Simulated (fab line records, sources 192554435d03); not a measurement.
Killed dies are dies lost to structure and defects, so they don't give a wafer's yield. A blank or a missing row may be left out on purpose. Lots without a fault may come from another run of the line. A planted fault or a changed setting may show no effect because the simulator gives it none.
Chamber matching | flow n5_finfet | N5_BEOL_M12_VIA_ETCH_16 on rie_diel-01: 4 sister chambers
The step etches SiOC in C4F8/O2/Ar, target depth 724.8 nm. 8 wafers are shown with their chamber, then 7 later ones without.

WAFERS WITH THEIR CHAMBER
wafer  | chamber | showerhead_plenum_p_Torr (Torr) | drypump_motor_current_A (A)
L772.5 | 1       | 3.34                            | 5.8
L771.2 | 0       | 3.35                            | 5.6
L771.3 | 3       | 3.58                            | 6.5
L778.1 | 3       | 3.57                            | 6.5
L780.2 | 1       | 3.33                            | 5.7
L780.5 | 2       | 3.56                            | 5.2
L785.2 | 2       | 3.55                            | 5.1
L785.3 | 0       | 3.34                            | 5.6

WAFERS WITHOUT THEIR CHAMBER
wafer  | showerhead_plenum_p_Torr (Torr) | drypump_motor_current_A (A)
L785.4 | 3.33                            | 5.7
L786.1 | 3.34                            | 5.6
L786.4 | 3.55                            | 5.1
L786.5 | 3.55                            | 5.1
L788.1 | 3.32                            | 5.8
L788.3 | 3.33                            | 5.7
L788.5 | 3.33                            | 5.7

WHICH CHAMBER EACH WENT THROUGH
wafer  | from the rows above     | in truth
L785.4 | can't be placed: 1 or 0 | 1
L786.1 | 0                       | 0
L786.4 | 2                       | 2
L786.5 | 2                       | 2
L788.1 | 1                       | 1
L788.3 | can't be placed: 1 or 0 | 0
L788.5 | can't be placed: 1 or 0 | 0
Placed correctly: 4 of 7. Can't be placed from these rows: 3 (the true chamber is among the candidates in 3). Placed wrongly: 0.
How it was worked out, from the rows above alone: a wafer's distance from a chamber is the root of the sum, over the readings, of the square of ((its reading less the chamber's mean) divided by the reading's scatter). The wafer belongs to the nearest chamber; if the next one is less than 2 further off, it can't be placed. A chamber's mean is the mean of its shown wafers. The scatter: the root of (the sum of the squares of (reading less its chamber's mean) over the shown wafers, divided by (wafers less chambers)).
